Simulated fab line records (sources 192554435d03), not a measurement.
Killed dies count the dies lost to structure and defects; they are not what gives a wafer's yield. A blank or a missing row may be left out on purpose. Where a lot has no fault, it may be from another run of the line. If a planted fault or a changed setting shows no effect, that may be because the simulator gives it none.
fab line records + flow n5-finfet
record
- lots=11
- wafers=33
- last-day=18
route steps=1938 shown BEOL_M6@1241
lots with no fault: from the same line, run without faults
start-h: the number of hours between the record's first day and the start of the first shown wafer of the lot + wait-h: hours from the lot's prior step to this one + " the same as in the row above + L1.1+2: a single row standing in for several wafers + - value missing, or start not given + * or withheld: withheld + < > ~ a bound
route shown NAME@n: names a module that has steps shown in the file, with the first one's number in the route + usual: mean/standard deviation taken from wafers without a fault + same: alike in all rows + chamber/n: place in a boat + sites: per-site readings + _std_site: standard deviation across them + _edge_site: inner sites' mean taken away from outer sites' mean + radius-mm: for every site, how far away it sits from the centre of the wafer + mask NAME#n: copy n + behind: the last tool/chamber to shape the wafer + hold: cause of the lot's hold/its duration in hours/its outcome + device: whichever transistor did not switch (one of n, p or np) + end of line: the same wafers' tests at the end of the route + a step given without rows: its recipe and nothing more + killed: at the first sort, the dies lost to defects and structure; wafer yield is something else + map: per-die view of a wafer (x killed, . not killed, _ where there is no die)
set.NAME: setting as actually run; set.NAME@STEP: the setting as run at that earlier step + model.NAME: the simulator's own value behind a step, which no gauge read
route steps across a sampled set of lots; one table per step, one row per wafer
services: a tool's chamber out of use, with start hour (start-h, from the record's first day; less than 0 if before it), hours out, and reason
## steps
# step N5_BEOL_M6_STRIP_80
# recipe
- chemistry=N2/H2
- time-s=10
- power-w=450
- temp-c=40
- pressure-mtorr=20
- rf-frequency-hz=6e+07
- bias-power-w=7
- n2-flow-sccm=200
- h2-flow-sccm=200
# usual
- bias-power-w=7.000/0.022
- chamber-pressure-mTorr=20.004/0.017
- drypump-motor-current-A=5.9/0.42
- oes-product-au=0.81/0.096
- rf-vpp-V=59.2/0.87
- showerhead-plenum-p-Torr=2.53/0.083
- throttle-valve-pct=23.50/0.24
| lot.wafer | tool        | chamber | start-h | wait-h | bias-power-w | chamber-pressure-mTorr | drypump-motor-current-A | oes-product-au | rf-hours-counter-h | rf-vpp-V | showerhead-plenum-p-Torr | throttle-valve-pct |
|-----------|-------------|---------|---------|--------|--------------|------------------------|-------------------------|----------------|--------------------|----------|--------------------------|--------------------|
| L332.2    | rie-diel-02 | 1       | -       | -      | 7.014        | 19.981                 | 4.8                     | 0.70           | 232                | 57.2     | 2.41                     | 23.72              |
| L332.3    | "           | 2       | "       | "      | 6.951        | 19.994                 | 5.6                     | 0.95           | 17                 | 58.9     | 2.59                     | 23.70              |
| L332.6    | "           | 1       | "       | "      | 7.002        | 20.010                 | 4.8                     | 0.69           | -                  | 58.7     | 2.41                     | 23.72              |
| L333.1    | rie-diel-03 | 1       | -       | -      | 7.008        | 20.020                 | 5.8                     | 0.72           | 206                | 59.9     | 2.63                     | 23.53              |
| L333.2    | "           | 2       | "       | "      | 7.053        | 20.028                 | 6.4                     | 0.71           | 199                | 59.3     | 2.41                     | 23.47              |
| L333.3    | "           | 3       | "       | "      | 7.008        | 20.008                 | 6.3                     | 0.70           | 246                | 58.5     | 2.51                     | 24.10              |
| L338.1    | rie-diel-03 | 1       | -       | -      | 7.053        | 20.023                 | 5.8                     | 0.71           | 215                | 57.7     | 2.62                     | 23.54              |
| L338.3    | "           | 2       | "       | "      | 7.024        | 20.015                 | 6.4                     | 0.70           | 208                | 61.0     | 2.41                     | 23.48              |
| L338.5    | "           | 2       | "       | "      | 7.003        | 19.998                 | 6.4                     | 0.71           | -                  | 58.0     | 2.41                     | 23.49              |
| L337.2    | rie-diel-01 | 3       | -       | -      | 7.012        | 20.036                 | 6.2                     | 0.85           | 63                 | 59.6     | 2.68                     | 23.37              |
| L337.4    | "           | 1       | "       | "      | 7.032        | 20.033                 | 5.9                     | 0.87           | 45                 | 58.2     | 2.47                     | 23.60              |
| L337.5    | "           | 1       | "       | "      | 7.037        | 19.973                 | 5.9                     | 0.87           | -                  | 59.2     | 2.47                     | 23.60              |
| L339.2    | rie-diel-03 | 2       | -       | -      | 6.971        | 20.004                 | 6.4                     | 0.71           | 210                | 58.6     | 2.41                     | 23.50              |
| L339.3    | "           | 0       | "       | "      | 7.017        | 19.973                 | 6.3                     | 0.94           | 6                  | 59.9     | 2.49                     | 23.08              |
| L339.6    | "           | 2       | "       | "      | 6.990        | 20.015                 | 6.4                     | 0.71           | -                  | 58.0     | 2.41                     | 23.50              |
| L340.3    | rie-diel-02 | 2       | -       | -      | 7.018        | 20.016                 | 5.6                     | 0.91           | 28                 | 60.2     | 2.59                     | 23.71              |
| L340.4    | "           | 0       | "       | "      | 6.977        | 19.988                 | 5.5                     | 0.78           | 119                | 58.9     | 2.55                     | 23.35              |
| L340.5    | "           | 0       | "       | "      | 7.017        | 19.996                 | 5.5                     | 0.78           | -                  | 59.0     | 2.55                     | 23.37              |
| L351.2    | rie-diel-03 | 1       | -       | -      | 6.998        | 20.011                 | 5.8                     | 0.68           | 248                | 58.0     | 2.61                     | 23.58              |
| L351.3    | "           | 0       | "       | "      | 7.000        | 20.006                 | 6.3                     | 0.88           | 35                 | 58.1     | 2.48                     | 23.11              |
| L351.4    | "           | 2       | "       | "      | 7.028        | 20.005                 | 6.4                     | 0.68           | 239                | 60.5     | 2.40                     | 23.54              |
| L350.4    | rie-diel-02 | 2       | -       | -      | 6.974        | 19.985                 | 5.6                     | 0.87           | 56                 | 59.9     | 2.58                     | 23.75              |
| L350.5    | "           | 2       | "       | "      | 6.950        | 19.985                 | 5.7                     | 0.87           | -                  | 60.0     | 2.58                     | 23.75              |
| L350.6    | "           | 1       | "       | "      | 6.998        | 19.993                 | 4.8                     | 0.96           | -                  | 58.9     | 2.72                     | 23.47              |
| L352.1    | rie-diel-03 | 2       | -       | -      | 7.017        | 19.990                 | 6.4                     | 0.67           | 245                | 58.6     | 2.39                     | 23.53              |
| L352.4    | "           | 3       | "       | "      | 6.990        | 19.997                 | 6.3                     | 0.91           | -                  | 58.3     | 2.49                     | 23.79              |
| L352.5    | "           | 2       | "       | "      | 6.967        | 20.024                 | 6.4                     | 0.68           | -                  | 58.5     | 2.39                     | 23.54              |
| L354.1    | rie-diel-01 | 2       | -       | -      | 7.024        | 19.988                 | 5.6                     | 0.71           | 235                | 59.9     | 2.50                     | 23.44              |
| L354.5    | "           | 1       | "       | "      | 7.034        | 20.012                 | 5.9                     | 0.80           | -                  | 60.0     | 2.46                     | 23.65              |
| L354.6    | "           | 0       | "       | "      | 7.022        | 20.018                 | 6.2                     | 0.85           | -                  | 59.3     | 2.58                     | 23.12              |
| L355.1    | rie-diel-03 | 3       | -       | -      | 6.962        | 20.028                 | 6.3                     | 0.88           | 38                 | 59.3     | 2.49                     | 23.83              |
| L355.3    | "           | 1       | "       | "      | 7.031        | 19.963                 | 5.8                     | 0.95           | 7                  | 58.5     | 2.60                     | 23.31              |
| L355.5    | "           | 1       | "       | "      | 7.030        | 20.027                 | 5.8                     | 0.95           | -                  | 59.8     | 2.60                     | 23.32              |
# step N5_BEOL_M6_CD_MEAS_35
# recipe
- target-cd-nm=40
- target-cd-y-nm=28
- polarity=opening
# usual
- cd-nm=40.2/0.57
| lot.wafer | tool      | chamber | start-h | wait-h | cd-nm |
|-----------|-----------|---------|---------|--------|-------|
| L332.2    | cd-sem-02 | -       | 186.75  | 0.0    | 38.9  |
| L332.3    | "         | -       | "       | "      | 38.8  |
| L332.6    | "         | -       | "       | "      | 39.2  |
| L333.1    | cd-sem-01 | -       | 186.83  | 0.0    | 40.1  |
| L333.2    | "         | -       | "       | "      | 39.9  |
| L333.3    | "         | -       | "       | "      | 41.0  |
| L338.1    | cd-sem-03 | -       | 209.33  | 0.0    | 40.2  |
| L338.3    | "         | -       | "       | "      | 40.2  |
| L338.5    | "         | -       | "       | "      | 40.3  |
| L337.2    | cd-sem-01 | -       | 211.47  | 0.0    | 41.1  |
| L337.4    | "         | -       | "       | "      | 41.4  |
| L337.5    | "         | -       | "       | "      | 40.8  |
| L339.2    | cd-sem-01 | -       | 214.38  | 0.0    | 39.7  |
| L339.3    | "         | -       | "       | "      | 39.3  |
| L339.6    | "         | -       | "       | "      | 40.4  |
| L340.3    | cd-sem-01 | -       | 220.46  | 0.0    | 40.5  |
| L340.4    | "         | -       | "       | "      | 40.2  |
| L340.5    | "         | -       | "       | "      | 39.9  |
| L351.2    | cd-sem-02 | -       | 291.28  | 0.0    | 40.4  |
| L351.3    | "         | -       | "       | "      | 41.4  |
| L351.4    | "         | -       | "       | "      | 40.4  |
| L350.4    | cd-sem-02 | -       | 298.87  | 0.0    | 39.6  |
| L350.5    | "         | -       | "       | "      | 39.1  |
| L350.6    | "         | -       | "       | "      | 39.9  |
| L352.1    | cd-sem-03 | -       | 305.87  | 0.0    | 39.6  |
| L352.4    | "         | -       | "       | "      | 39.6  |
| L352.5    | "         | -       | "       | "      | 39.5  |
| L354.1    | cd-sem-02 | -       | 335.07  | 0.0    | 40.3  |
| L354.5    | "         | -       | "       | "      | 41.0  |
| L354.6    | "         | -       | "       | "      | 40.4  |
| L355.1    | cd-sem-01 | -       | 335.22  | 0.0    | 40.1  |
| L355.3    | "         | -       | "       | "      | 40.0  |
| L355.5    | "         | -       | "       | "      | 39.9  |
# step N5_BEOL_M6_SURFACE_TREAT_79
# recipe
- gas=Ar
- time-s=*
- ion-energy-ev=*
- ion-current-ma-cm2=0.5
- pressure-mtorr=*
- ar-flow-sccm=30
# usual
- pressure-mtorr=*
- throttle-valve-pct=*
| lot.wafer | tool           | chamber | start-h | wait-h | pressure-mtorr | throttle-valve-pct |
|-----------|----------------|---------|---------|--------|----------------|--------------------|
| L333.1    | pvd-sputter-03 | -       | 188.07  | 0.5    | *              | *                  |
| L333.2    | "              | -       | "       | "      | *              | *                  |
| L333.3    | "              | -       | "       | "      | *              | *                  |
| L332.2    | pvd-sputter-01 | -       | 188.07  | 0.4    | *              | *                  |
| L332.3    | "              | -       | "       | "      | *              | *                  |
| L332.6    | "              | -       | "       | "      | *              | *                  |
| L338.1    | pvd-sputter-02 | -       | 210.99  | 1.1    | *              | *                  |
| L338.3    | "              | -       | "       | "      | *              | *                  |
| L338.5    | "              | -       | "       | "      | *              | *                  |
| L337.2    | pvd-sputter-03 | -       | 213.55  | 0.3    | *              | *                  |
| L337.4    | "              | -       | "       | "      | *              | *                  |
| L337.5    | "              | -       | "       | "      | *              | *                  |
| L339.2    | pvd-sputter-01 | -       | 215.42  | 0.2    | *              | *                  |
| L339.3    | "              | -       | "       | "      | *              | *                  |
| L339.6    | "              | -       | "       | "      | *              | *                  |
| L340.3    | pvd-sputter-01 | -       | 221.52  | 0.2    | *              | *                  |
| L340.4    | "              | -       | "       | "      | *              | *                  |
| L340.5    | "              | -       | "       | "      | *              | *                  |
| L351.2    | pvd-sputter-03 | -       | 292.46  | 0.5    | *              | *                  |
| L351.3    | "              | -       | "       | "      | *              | *                  |
| L351.4    | "              | -       | "       | "      | *              | *                  |
| L350.4    | pvd-sputter-01 | -       | 300.89  | 0.5    | *              | *                  |
| L350.5    | "              | -       | "       | "      | *              | *                  |
| L350.6    | "              | -       | "       | "      | *              | *                  |
| L352.1    | pvd-sputter-03 | -       | 306.89  | 0.2    | *              | *                  |
| L352.4    | "              | -       | "       | "      | *              | *                  |
| L352.5    | "              | -       | "       | "      | *              | *                  |
| L354.1    | pvd-sputter-01 | -       | 336.35  | 0.3    | *              | *                  |
| L354.5    | "              | -       | "       | "      | *              | *                  |
| L354.6    | "              | -       | "       | "      | *              | *                  |
| L355.1    | pvd-sputter-03 | -       | 337.91  | 0.8    | *              | *                  |
| L355.3    | "              | -       | "       | "      | *              | *                  |
| L355.5    | "              | -       | "       | "      | *              | *                  |
# step N5_BEOL_M6_ECD_50
# recipe
- material=Cu
- target-thk-a=3000
| lot.wafer  | tool      | chamber | start-h | wait-h |
|------------|-----------|---------|---------|--------|
| L333.1+2+3 | ecd-cu-02 | 0,1,0   | 188.50  | 0.1    |
| L332.2+3+6 | ecd-cu-02 | 1       | 188.60  | 0.1    |
| L338.1+3+5 | ecd-cu-02 | 1,0,1   | 211.30  | 0.1    |
| L337.2+4+5 | ecd-cu-02 | 1,0,0   | 213.95  | 0.1    |
| L339.2+3+6 | ecd-cu-02 | 0       | 215.91  | 0.1    |
| L340.3+4+5 | ecd-cu-02 | 0,1,0   | 221.87  | 0.1    |
| L351.2+3+4 | ecd-cu-02 | 1,1,0   | 293.23  | 0.1    |
| L350.4+5+6 | ecd-cu-01 | 0,0,1   | 301.23  | 0.1    |
| L352.1+4+5 | ecd-cu-02 | 0       | 307.29  | 0.1    |
| L354.1+5+6 | ecd-cu-01 | 0,0,1   | 337.95  | 0.1    |
| L355.1+3+5 | ecd-cu-02 | 1       | 338.49  | 0.1    |
# step N5_BEOL_M6_CMP_52
# recipe
- stop-on=SiCOH_lowk
- t-overpolish-s=6.9
- down-force-psi=1
- platen-rpm=50
- clearing-platen-down-force-psi=1.5
- clearing-platen-rpm=50
- post-cmp-clean=cu-alkaline
- target-thk-nm=80
- clearing-platen-pad-velocity-m-s=0.99484
- pad-velocity-m-s=0.99484
# usual
- motor-current-A=6.2/0.54
- time-to-endpoint-s=61.3/2.1
| lot.wafer | tool   | chamber | start-h | wait-h | motor-current-A | time-to-endpoint-s |
|-----------|--------|---------|---------|--------|-----------------|--------------------|
| L333.3    | cmp-04 | 2       | 189.43  | 0.2    | 6.0             | 60.8               |
| L333.1    | "      | 3       | "       | "      | 6.0             | 61.8               |
| L333.2    | "      | 0       | "       | "      | 5.7             | 59.2               |
| L332.3    | cmp-02 | 2       | 189.74  | 0.2    | 6.7             | 58.9               |
| L332.2    | "      | 3       | "       | "      | 6.0             | 58.6               |
| L332.6    | "      | 1       | "       | "      | 6.4             | 61.9               |
| L338.1    | cmp-02 | 2       | 211.69  | 0.3    | 6.8             | 60.1               |
| L338.3    | "      | 1       | "       | "      | 6.3             | 62.4               |
| L338.5    | "      | 3       | "       | "      | 6.2             | 58.1               |
| L337.4    | cmp-03 | 1       | 214.38  | 0.2    | 5.8             | 33.5               |
| L337.2    | "      | 3       | "       | "      | 5.4             | 29.5               |
| L337.5    | "      | 0       | "       | "      | 7.0             | 62.9               |
| L339.3    | cmp-03 | 3       | 216.74  | 0.4    | 5.1             | 62.3               |
| L339.2    | "      | 0       | "       | "      | 6.8             | 32.3               |
| L339.6    | "      | 2       | "       | "      | 5.2             | 33.4               |
| L340.4    | cmp-04 | 1       | 222.24  | 0.1    | 6.0             | 29.2               |
| L340.3    | "      | 2       | "       | "      | 6.3             | 58.4               |
| L340.5    | "      | 2       | "       | "      | 6.3             | 60.0               |
| L351.2    | cmp-04 | 3       | 293.74  | 0.2    | 6.2             | 65.6               |
| L351.3    | "      | 1       | "       | "      | 6.2             | 63.9               |
| L351.4    | "      | 2       | "       | "      | 6.1             | 65.4               |
| L350.4    | cmp-03 | 1       | 301.60  | 0.1    | 6.2             | 61.0               |
| L350.6    | "      | 1       | "       | "      | 5.8             | 59.7               |
| L350.5    | "      | 2       | "       | "      | 5.4             | 58.5               |
| L352.4    | cmp-02 | 3       | 308.22  | 0.1    | 5.8             | 61.7               |
| L352.1    | "      | 0       | "       | "      | 7.0             | 65.1               |
| L352.5    | "      | 0       | "       | "      | 7.0             | 62.8               |
| L354.1    | cmp-02 | 3       | 338.37  | 0.3    | 6.0             | 59.4               |
| L354.5    | "      | 2       | "       | "      | 6.8             | 60.8               |
| L354.6    | "      | 3       | "       | "      | 6.0             | 60.2               |
| L355.3    | cmp-04 | 2       | 338.95  | 0.2    | 6.5             | 62.0               |
| L355.1    | "      | 3       | "       | "      | 6.3             | 63.8               |
| L355.5    | "      | 1       | "       | "      | 6.3             | 62.6               |
## services
| tool        | chamber | start-h | hours | kind                          |
|-------------|---------|---------|-------|-------------------------------|
| rie-diel-03 | 0       | 165.62  | 14.4  | repair                        |
| cmp-03      | -       | 167.87  | 1.6   | repair                        |
| rie-diel-01 | 1       | 172.82  | 7.6   | repair                        |
| rie-diel-02 | 0       | 174.77  | 2.9   | repair                        |
| rie-diel-03 | 0       | 180.07  | -     | clean                         |
| rie-diel-03 | 0       | 180.07  | -     | consumable-replace:focus-ring |
| rie-diel-03 | 0       | 180.07  | 19.5  | scheduled-down                |
| rie-diel-03 | 0       | 180.07  | 19.5  | vent-cycle                    |
| cmp-03      | -       | 181.19  | 5.3   | repair                        |
| cmp-02      | -       | 183.50  | 0.6   | repair                        |
| rie-diel-03 | 3       | 199.55  | -     | clean                         |
| rie-diel-03 | 3       | 199.55  | -     | consumable-replace:focus-ring |
| ecd-cu-01   | -       | 206.72  | 0.6   | repair                        |
| cmp-03      | -       | 208.50  | 1.8   | repair                        |
| rie-diel-01 | 3       | 225.93  | 4.2   | repair                        |
| cmp-04      | -       | 229.25  | 4.0   | pm                            |
| cmp-03      | -       | 234.58  | 4.0   | pm                            |
| cmp-03      | -       | 263.00  | 0.4   | repair                        |
| cmp-04      | -       | 265.45  | 1.7   | repair                        |
| ecd-cu-02   | -       | 277.46  | 1.5   | repair                        |
| rie-diel-03 | -       | 297.60  | 0.3   | repair                        |
| rie-diel-03 | 2       | 307.14  | 2.8   | repair                        |
| cmp-03      | -       | 323.45  | 5.2   | pm                            |
| rie-diel-01 | -       | 326.39  | 2.8   | pm                            |
## key
first-sign
- step=N5_BEOL_M6_CMP_52
- reading=time-to-endpoint-s
- direction=down
- sigmas=14
- usual=*
- struck=*
effect none on later readings
met-at N5_BEOL_M6_ECD_50
struck-lots L337,L339,L340
struck-wafers L337.2,L337.4,L339.2,L339.6,L340.4
not-acting-at N5_BEOL_M6_STRIP_80,N5_BEOL_M6_CD_MEAS_35,N5_BEOL_M6_SURFACE_TREAT_79
onset-between 211.30 213.95
fault
- kind=process-parameter-drift
- tool=ecd-cu-02
- chamber=-
- onset-h=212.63
- steps=N5_BEOL_M6_ECD_50
- channel=target-thk-a
- offset=*
- shape=step
- end-h=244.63
- scope=struck-wafers-only
- acts-in=*
- stated=*
